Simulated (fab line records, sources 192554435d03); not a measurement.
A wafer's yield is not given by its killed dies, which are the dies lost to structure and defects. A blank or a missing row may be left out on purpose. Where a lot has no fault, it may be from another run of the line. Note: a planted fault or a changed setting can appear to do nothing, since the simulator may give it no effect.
Which tool is to blame? + flow n5_finfet + 25 wafers from 9 lots sampled at 6 of the route's 1938 steps

## WHAT EACH GAUGE READ, for each wafer
N5_BEOL_M0_INSPECT_127: inspects for defects (darkfield).
| lot  | measured     | on                | raw_defect_count |
|------|--------------|-------------------|------------------|
| L595 | day 6 05:55  | defect_inspect-02 | 64 48 83         |
| L597 | day 6 13:44  | defect_inspect-01 | 50 101 91        |
| L599 | day 7 03:39  | defect_inspect-01 | 46 44 49         |
| L600 | day 7 13:08  | defect_inspect-01 | 89 65 75         |
| L603 | day 8 01:58  | defect_inspect-01 | 96 113 52        |
| L605 | day 8 21:12  | defect_inspect-01 | 68 93 94         |
| L611 | day 9 23:27  | defect_inspect-02 | 3632 62          |
| L614 | day 10 19:14 | defect_inspect-02 | 3532 47          |
| L616 | day 11 14:21 | defect_inspect-01 | 71 87 91         |

N5_BEOL_M4_RC_MEAS_101.
| lot  | measured     | on        | DIBL_N (mV/V)  | DIBL_P (mV/V) | IOFF_N (nA/um) | IOFF_P (nA/um) | ION_N (uA/um) | ION_P (uA/um) | SS_N (mV/dec)  | SS_P (mV/dec)  | VT_N (mV)   | VT_P (mV)      |
|------|--------------|-----------|----------------|---------------|----------------|----------------|---------------|---------------|----------------|----------------|-------------|----------------|
| L595 | day 7 20:13  | prober-01 | 34.9 36.4 39.0 | 35 37 41      | 0.14 0.18 0.23 | 0.22 0.26 0.35 | 670 683 690   | 466 472 470   | 72.1 72.4 72.5 | 73.6 73.2 75.1 | 251 247 247 | -247 -245 -240 |
| L597 | day 9 09:14  | prober-02 | 36.1 37.3 37.3 | 36 37 38      | 0.15 0.18 0.18 | 0.20 0.23 0.24 | 674 681 689   | 469 471 474   | 70.7 71.8 71.7 | 72.6 74.1 73.8 | 250 247 246 | -248 -250 -248 |
| L599 | day 9 14:45  | prober-02 | 31.4 36.5 35.3 | 29 36 34      | 0.09 0.17 0.14 | 0.13 0.21 0.18 | 648 691 677   | 452 470 463   | 69.9 71.7 71.3 | 71.0 72.6 72.5 | 256 246 252 | -257 -249 -253 |
| L600 | day 10 00:55 | prober-02 | 32.8 35.5 34.9 | 32 35 34      | 0.11 0.15 0.14 | 0.14 0.19 0.16 | 648 673 696   | 457 457 462   | 70.1 70.9 72.1 | 72.0 72.6 73.0 | 253 249 250 | -255 -253 -255 |
| L603 | day 10 14:48 | prober-02 | 38.0 36.2 37.5 | 36 36 36      | 0.17 0.13 0.17 | 0.23 0.22 0.21 | 672 671 683   | 461 461 460   | 72.2 71.8 72.0 | 73.8 72.7 73.7 | 249 255 249 | -250 -250 -252 |
| L605 | day 10 22:13 | prober-02 | 36.4 37.7 36.7 | 37 38 36      | 0.16 0.19 0.15 | 0.22 0.23 0.19 | 677 709 672   | 468 480 457   | 71.0 71.3 71.5 | 74.2 73.8 73.1 | 247 243 251 | -248 -249 -252 |
| L611 | day 12 02:11 | prober-01 | 40.7           | 43            | 0.25           | 0.26           | 694           | 461           | 72.5           | 74.8           | 247         | -250           |
| L614 | day 13 05:49 | prober-02 | 37.0           | 36            | 0.17           | 0.22           | 676           | 454           | 71.6           | 74.0           | 248         | -247           |
| L616 | day 14 04:37 | prober-02 | 36.8 37.1 37.0 | 37 38 38      | 0.19 0.20 0.17 | 0.23 0.23 0.23 | 697 694 673   | 475 466 466   | 71.2 71.2 71.6 | 72.9 73.8 74.1 | 246 246 247 | -248 -253 -251 |

## EACH LOT AND THE TOOL THAT RAN IT (in order: tool; ch and the chambers of the sampled wafers; start)
| lot  | N5_BEOL_M0_CUTY_DESCUM_61          | N5_BEOL_M0_STRIP_142               | N5_BEOL_M0_ALD_136                  | N5_BEOL_M0_CMP_120            |
|------|------------------------------------|------------------------------------|-------------------------------------|-------------------------------|
| L595 | rie_diel-01 ch 0,1,3, day 5 17:31  | rie_diel-04 ch 0,1,3, day 6 00:45  | ald_metal-02 ch 0,1,2, day 6 03:53  | cmp-01 ch 0,2,3, day 6 05:16  |
| L597 | rie_diel-01 ch 0,1,3, day 6 08:11  | rie_diel-04 ch 2,3, day 6 09:41    | ald_metal-01 ch 0,1,3, day 6 10:53  | cmp-01 ch 0,3, day 6 13:01    |
| L599 | rie_diel-06 ch 0,1,3, day 6 23:04  | rie_diel-06 ch 0,2,3, day 7 00:45  | ald_metal-02 ch 1,2,3, day 7 01:35  | cmp-04 ch 0,1,2, day 7 03:07  |
| L600 | rie_diel-01 ch 0,2,3, day 7 07:53  | rie_diel-04 ch 1,2,3, day 7 10:01  | ald_metal-01 ch 0,1,2, day 7 11:06  | cmp-02 ch 2,3, day 7 12:34    |
| L603 | rie_diel-01 ch 1,2,3, day 7 21:10  | rie_diel-06 ch 1,2,3, day 7 22:07  | ald_metal-04 ch 0,1,2, day 7 23:35  | cmp-02 ch 0,1,2, day 8 01:24  |
| L605 | rie_diel-01 ch 0,2,3, day 8 07:02  | rie_diel-06 ch 0,1, day 8 17:07    | ald_metal-02 ch 0,2,3, day 8 17:48  | cmp-04 ch 0,1, day 8 20:37    |
| L611 | rie_diel-06 ch 0,2, day 9 15:09    | rie_diel-04 ch 0,3, day 9 20:24    | ald_metal-01 ch 0,2, day 9 21:15    | cmp-02 ch 0,2, day 9 22:54    |
| L614 | rie_diel-01 ch 3, day 10 12:02     | rie_diel-06 ch 0,2, day 10 14:45   | ald_metal-01 ch 2, day 10 16:05     | cmp-02 ch 2, day 10 18:41     |
| L616 | rie_diel-06 ch 0,2,3, day 11 05:28 | rie_diel-06 ch 1,2,3, day 11 08:59 | ald_metal-04 ch 0,1,2, day 11 12:12 | cmp-04 ch 1,2,3, day 11 13:44 |
- N5_BEOL_M0_CUTY_DESCUM_61: chemistry O2, time 7.9 s.
- N5_BEOL_M0_STRIP_142: strips in N2/H2, time 10 s.
- N5_BEOL_M0_ALD_136: deposits TaN, pulse time 2 s, purge time 3 s, co reactant purge time 2 s.
- N5_BEOL_M0_CMP_120: polishes, stops on SiOC, t overpolish 6.9 s.

## WHAT THE TOOLS THEMSELVES READ (means of the sampled wafers that have a number; where no wafer has one, the mark that the record gives instead)
N5_BEOL_M0_CUTY_DESCUM_61.
| lot  | tool        | drypump_motor_current_A (A) | oes_product_au (a.u.) | rf_vpp_V (V) | showerhead_plenum_p_Torr (Torr) | throttle_valve_pct (%) |
|------|-------------|-----------------------------|-----------------------|--------------|---------------------------------|------------------------|
| L595 | rie_diel-01 | 5.5                         | 0.76                  | 243.0        | 2.10                            | 20.45                  |
| L597 | rie_diel-01 | 5.5                         | 0.76                  | 243.7        | 2.10                            | 20.46                  |
| L599 | rie_diel-06 | 5.6                         | 0.85                  | 244.4        | 2.15                            | 20.25                  |
| L600 | rie_diel-01 | 5.7                         | 0.81                  | 242.8        | 2.11                            | 20.36                  |
| L603 | rie_diel-01 | 5.7                         | 0.75                  | 242.4        | 2.04                            | 20.45                  |
| L605 | rie_diel-01 | 5.6                         | 0.80                  | 243.3        | 2.10                            | 20.39                  |
| L611 | rie_diel-06 | 5.5                         | 0.76                  | 243.3        | 2.12                            | 20.05                  |
| L614 | rie_diel-01 | 6.2                         | 0.98                  | 243.3        | 2.03                            | 19.81                  |
| L616 | rie_diel-06 | 5.3                         | 0.80                  | 243.6        | 2.09                            | 20.22                  |

N5_BEOL_M0_STRIP_142.
| lot  | tool        | drypump_motor_current_A (A) | oes_product_au (a.u.) | rf_vpp_V (V) | showerhead_plenum_p_Torr (Torr) | throttle_valve_pct (%) |
|------|-------------|-----------------------------|-----------------------|--------------|---------------------------------|------------------------|
| L595 | rie_diel-04 | 5.7                         | 0.78                  | 59.8         | 2.52                            | 23.7                   |
| L597 | rie_diel-04 | 5.4                         | 0.81                  | 58.8         | 2.48                            | 23.5                   |
| L599 | rie_diel-06 | 5.3                         | 0.84                  | 60.0         | 2.56                            | 23.4                   |
| L600 | rie_diel-04 | 5.7                         | 0.74                  | 59.1         | 2.54                            | 23.7                   |
| L603 | rie_diel-06 | 5.8                         | 0.89                  | 59.1         | 2.59                            | 23.5                   |
| L605 | rie_diel-06 | 5.6                         | 0.78                  | 59.4         | 2.65                            | 23.3                   |
| L611 | rie_diel-04 | 5.5                         | 0.79                  | 59.1         | 2.45                            | 23.6                   |
| L614 | rie_diel-06 | 5.5                         | 0.77                  | 59.0         | 2.59                            | 23.4                   |
| L616 | rie_diel-06 | 5.8                         | 0.84                  | 59.7         | 2.58                            | 23.5                   |

N5_BEOL_M0_ALD_136.
| lot  | tool         | heater_power_outer_w (W) | heater_power_w (W) |
|------|--------------|--------------------------|--------------------|
| L595 | ald_metal-02 | 199                      | 353                |
| L597 | ald_metal-01 | 245                      | 449                |
| L599 | ald_metal-02 | 213                      | 378                |
| L600 | ald_metal-01 | 242                      | 440                |
| L603 | ald_metal-04 | 234                      | 427                |
| L605 | ald_metal-02 | 218                      | 379                |
| L611 | ald_metal-01 | 244                      | 446                |
| L614 | ald_metal-01 | 254                      | 442                |
| L616 | ald_metal-04 | 234                      | 426                |

N5_BEOL_M0_CMP_120.
| lot  | tool   | barrier_field_endpoint_s (s) | edge_zone_pressure_frac | motor_current_A (A) | overpolish_run_s (s) | time_to_endpoint_s (s) |
|------|--------|------------------------------|-------------------------|---------------------|----------------------|------------------------|
| L595 | cmp-01 | 3.78                         | 0.997                   | 5.7                 | 6.903                | 63                     |
| L597 | cmp-01 | 3.75                         | 0.996                   | 5.9                 | 6.899                | 61                     |
| L599 | cmp-04 | 3.77                         | 0.999                   | 6.1                 | 6.897                | 63                     |
| L600 | cmp-02 | 3.71                         | 1.001                   | 5.4                 | 6.897                | 58                     |
| L603 | cmp-02 | 3.97                         | 0.999                   | 6.1                 | 6.911                | 66                     |
| L605 | cmp-04 | 3.88                         | 0.999                   | 6.2                 | 6.911                | 64                     |
| L611 | cmp-02 | 5.51                         | 0.998                   | 5.8                 | 6.900                | 72                     |
| L614 | cmp-02 | 5.29                         | 1.000                   | 5.3                 | 6.905                | 73                     |
| L616 | cmp-04 | 3.53                         | 0.998                   | 6.1                 | 6.899                | 56                     |

## THE ANSWER, worked out from the rows above alone
Rule: usual is defined by the lots themselves. Put in order of their means at a reading, lots are off if they are a third of the lots or fewer, leave a main group of 4 or more, and stand apart from it by a gap of 3 or more times the standard deviation of the main group's means; of several such gaps the widest counts. The tables above print the reading to a certain number of digits; a main group whose means all agree to those digits is not used. A lot without any number at a reading at which 4 lots or more have one is off too. All remaining lots with rows at the step are treated as sound. First the gauges in route order, then the tools' own readings, where a lot's mean is used as printed above. The first step at which some lot is off is used, and at that step the reading that is off furthest; a lot without a number counts as furthest.
Off at N5_BEOL_M0_INSPECT_127 (raw_defect_count): L611, L614. The main group has a mean of 75 with a standard deviation of 13.
A tool fits if, at a process step before that reading, it ran every lot that is off, and no sound lot after the first of them. Not tried: the gauges at N5_BEOL_M0_INSPECT_127; whatever is off there is also off at N5_BEOL_M0_CMP_120, on other tools, and gauge error can't account for it. This does not decide it: 2 tools fit, namely ald_metal-01 at N5_BEOL_M0_ALD_136 and cmp-02 at N5_BEOL_M0_CMP_120.

## WHAT THE SIMULATOR PUT IN
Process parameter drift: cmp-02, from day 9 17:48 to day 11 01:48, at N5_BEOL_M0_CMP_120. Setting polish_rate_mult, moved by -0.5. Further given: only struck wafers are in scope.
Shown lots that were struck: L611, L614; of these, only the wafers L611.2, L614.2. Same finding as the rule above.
